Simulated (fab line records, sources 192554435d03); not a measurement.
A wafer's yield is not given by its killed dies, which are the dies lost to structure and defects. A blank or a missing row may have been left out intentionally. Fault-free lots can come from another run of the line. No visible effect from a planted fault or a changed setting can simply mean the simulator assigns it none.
Split-lot study :: flow n5_finfet :: 21 wafers read across 7 lots, on a route 1938 steps long

## ON THE SPLIT
At N5_FIN_CUT_COAT_19 (time 60 s, resist thk 20 nm), the setting spin_rpm was moved away from the recipe's 1500 rpm on 4 of the 21 wafers read, by -10.4% to +3.3%. The other wafers ran this setting at the recipe's value.

## FROM THE SPLIT TO THE READING: what the file shows between them, 5 steps
- N5_FIN_CUT_COAT_29: time 60 s, resist thk 10 nm
- N5_FIN_CUT_COAT_02: resist thk 30 nm
- N5_FIN_CUT_DESCUM_13: chemistry O2, time 7 s
- N5_FIN_CUT_ETCH_30: etches underlayer in N2/H2, target depth 13 nm, time 10.4 s
- N5_FIN_CUT_ETCH_20: etches SiARC in CF4, target depth 26 nm, time 43.3 s

## THE READING
SiARC_of_FIN_CUT_COAT_19.thk_nm (the simulator's own value, which no gauge read), in nm, at N5_FIN_CUT_ETCH_21 (etches SOC in N2/H2, target depth 219 nm, overetch 43.8 nm, time 523.5 s). The file gives no usual value for it. The 17 wafers here that ran the recipe average 11.8 nm, standard deviation 0.2 nm.

wafer: L078.2
tool, chamber at the split: litho_track-01, 0
spin_rpm as run, rpm: 1500
against the recipe: recipe
SiARC_of_FIN_CUT_COAT_19.thk_nm, nm: 12
against lot-mates on the recipe: -

wafer: L078.3
tool, chamber at the split: litho_track-01, 0
spin_rpm as run, rpm: 1500
against the recipe: recipe
SiARC_of_FIN_CUT_COAT_19.thk_nm, nm: 11.6
against lot-mates on the recipe: -

wafer: L078.5
tool, chamber at the split: litho_track-01, 0
spin_rpm as run, rpm: 1455
against the recipe: -3.0%
SiARC_of_FIN_CUT_COAT_19.thk_nm, nm: 12.2
against lot-mates on the recipe: +0.4

wafer: L085.1
tool, chamber at the split: litho_track-03, 0
spin_rpm as run, rpm: 1500
against the recipe: recipe
SiARC_of_FIN_CUT_COAT_19.thk_nm, nm: 12
against lot-mates on the recipe: -

wafer: L085.4
tool, chamber at the split: litho_track-03, 0
spin_rpm as run, rpm: 1549
against the recipe: +3.3%
SiARC_of_FIN_CUT_COAT_19.thk_nm, nm: 11.8
against lot-mates on the recipe: -0.2

wafer: L085.5
tool, chamber at the split: litho_track-03, 0
spin_rpm as run, rpm: 1549
against the recipe: +3.3%
SiARC_of_FIN_CUT_COAT_19.thk_nm, nm: 11.8
against lot-mates on the recipe: -0.2

wafer: L086.1
tool, chamber at the split: litho_track-01, 0
spin_rpm as run, rpm: 1500
against the recipe: recipe
SiARC_of_FIN_CUT_COAT_19.thk_nm, nm: 12
against lot-mates on the recipe: -

wafer: L086.5
tool, chamber at the split: litho_track-01, 0
spin_rpm as run, rpm: 1500
against the recipe: recipe
SiARC_of_FIN_CUT_COAT_19.thk_nm, nm: 12
against lot-mates on the recipe: -

wafer: L086.6
tool, chamber at the split: litho_track-01, 0
spin_rpm as run, rpm: 1500
against the recipe: recipe
SiARC_of_FIN_CUT_COAT_19.thk_nm, nm: 12
against lot-mates on the recipe: -

wafer: L092.1
tool, chamber at the split: litho_track-01, 0
spin_rpm as run, rpm: 1500
against the recipe: recipe
SiARC_of_FIN_CUT_COAT_19.thk_nm, nm: 11.6
against lot-mates on the recipe: -

wafer: L092.4
tool, chamber at the split: litho_track-01, 0
spin_rpm as run, rpm: 1500
against the recipe: recipe
SiARC_of_FIN_CUT_COAT_19.thk_nm, nm: 11.4
against lot-mates on the recipe: -

wafer: L092.6
tool, chamber at the split: litho_track-01, 0
spin_rpm as run, rpm: 1500
against the recipe: recipe
SiARC_of_FIN_CUT_COAT_19.thk_nm, nm: 11.8
against lot-mates on the recipe: -

wafer: L093.2
tool, chamber at the split: litho_track-04, 0
spin_rpm as run, rpm: 1344
against the recipe: -10.4%
SiARC_of_FIN_CUT_COAT_19.thk_nm, nm: 13
against lot-mates on the recipe: +1.2

wafer: L093.4
tool, chamber at the split: litho_track-04, 0
spin_rpm as run, rpm: 1500
against the recipe: recipe
SiARC_of_FIN_CUT_COAT_19.thk_nm, nm: 11.8
against lot-mates on the recipe: -

wafer: L093.6
tool, chamber at the split: litho_track-04, 0
spin_rpm as run, rpm: 1500
against the recipe: recipe
SiARC_of_FIN_CUT_COAT_19.thk_nm, nm: 11.8
against lot-mates on the recipe: -

wafer: L094.2
tool, chamber at the split: litho_track-03, 0
spin_rpm as run, rpm: 1500
against the recipe: recipe
SiARC_of_FIN_CUT_COAT_19.thk_nm, nm: 11.8
against lot-mates on the recipe: -

wafer: L094.6
tool, chamber at the split: litho_track-03, 0
spin_rpm as run, rpm: 1500
against the recipe: recipe
SiARC_of_FIN_CUT_COAT_19.thk_nm, nm: 11.8
against lot-mates on the recipe: -

wafer: L094.3
tool, chamber at the split: litho_track-03, 0
spin_rpm as run, rpm: 1500
against the recipe: recipe
SiARC_of_FIN_CUT_COAT_19.thk_nm, nm: 12.2
against lot-mates on the recipe: -

wafer: L096.1
tool, chamber at the split: litho_track-01, 0
spin_rpm as run, rpm: 1500
against the recipe: recipe
SiARC_of_FIN_CUT_COAT_19.thk_nm, nm: 11.6
against lot-mates on the recipe: -

wafer: L096.3
tool, chamber at the split: litho_track-01, 0
spin_rpm as run, rpm: 1500
against the recipe: recipe
SiARC_of_FIN_CUT_COAT_19.thk_nm, nm: 11.6
against lot-mates on the recipe: -

wafer: L096.2
tool, chamber at the split: litho_track-01, 0
spin_rpm as run, rpm: 1500
against the recipe: recipe
SiARC_of_FIN_CUT_COAT_19.thk_nm, nm: 12
against lot-mates on the recipe: -

FIT RESULTS
A straight line over all 21 wafers: SiARC_of_FIN_CUT_COAT_19.thk_nm changes by -0.0956 nm for each +1% of spin_rpm; r = -0.76; the points scatter about the line by 0.22 nm.
The same after taking each lot's own level away (the mean of its wafers on the recipe; 21 wafers): -0.107 nm for each +1%; r = -0.89; scatter 0.15 nm.
That fit puts the effect of the largest move of spin_rpm on the reading at 1.1 nm.
Measured against the standard deviation above, the lots' own levels, which go from 11.60 to 12.00 nm, span 2.0 times it.
So the lot-to-lot level blurs the effect unless lot-mates are compared.
Check: +0.892 nm against its lot-mates is what the line predicts for one of the wafers moved furthest among these (-10.4%) when that wafer is left out of the fit. Against them it came out at +1.2 nm.

## ADDITIONAL SPLITS CARRIED BY THESE WAFERS
Before the reading, these wafers also passed through other splits. Each is held against what the fit with the lots' levels taken away leaves over:
other split on the same wafers: N5_FIN_SAQP_HM_DEP_03 time_s
wafers away from the commonest value: 7
r with SiARC_of_FIN_CUT_COAT_19.thk_nm (lot level and that fit taken away): +0.12

other split on the same wafers: N5_FIN_SAQP_COAT_50 spin_rpm
wafers away from the commonest value: 8
r with SiARC_of_FIN_CUT_COAT_19.thk_nm (lot level and that fit taken away): +0.29

other split on the same wafers: N5_FIN_SAQP_ETCH_64 bias_w
wafers away from the commonest value: 5
r with SiARC_of_FIN_CUT_COAT_19.thk_nm (lot level and that fit taken away): -0.16

## THE WHOLE CHAIN: every reading that the file lists as answering this split, in the file's order
step: N5_FIN_CUT_COAT_19
what it does: time 60 s, resist thk 20 nm
reading: SiARC_of_FIN_CUT_COAT_19.thk_nm (the simulator's own value, which no gauge read)
change (the file's fit): -0.0937 nm for each +1% of the setting
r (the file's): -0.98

step: N5_FIN_CUT_ETCH_20
what it does: etches SiARC in CF4, target depth 26 nm, time 43.3 s
reading: etch.depth_nm (the simulator's own value, which no gauge read)
change (the file's fit): -0.109 nm for each +1% of the setting
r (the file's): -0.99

step: N5_FIN_CUT_ETCH_21
what it does: etches SOC in N2/H2, target depth 219 nm, overetch 43.8 nm, time 523.5 s
reading: SiARC_of_FIN_CUT_COAT_19.thk_nm (the simulator's own value, which no gauge read)
change (the file's fit): -0.112 nm for each +1% of the setting
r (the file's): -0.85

## FILE'S OWN FIT
SiARC_of_FIN_CUT_COAT_19.thk_nm changes by -0.112 nm for each +1% of spin_rpm, r = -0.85.
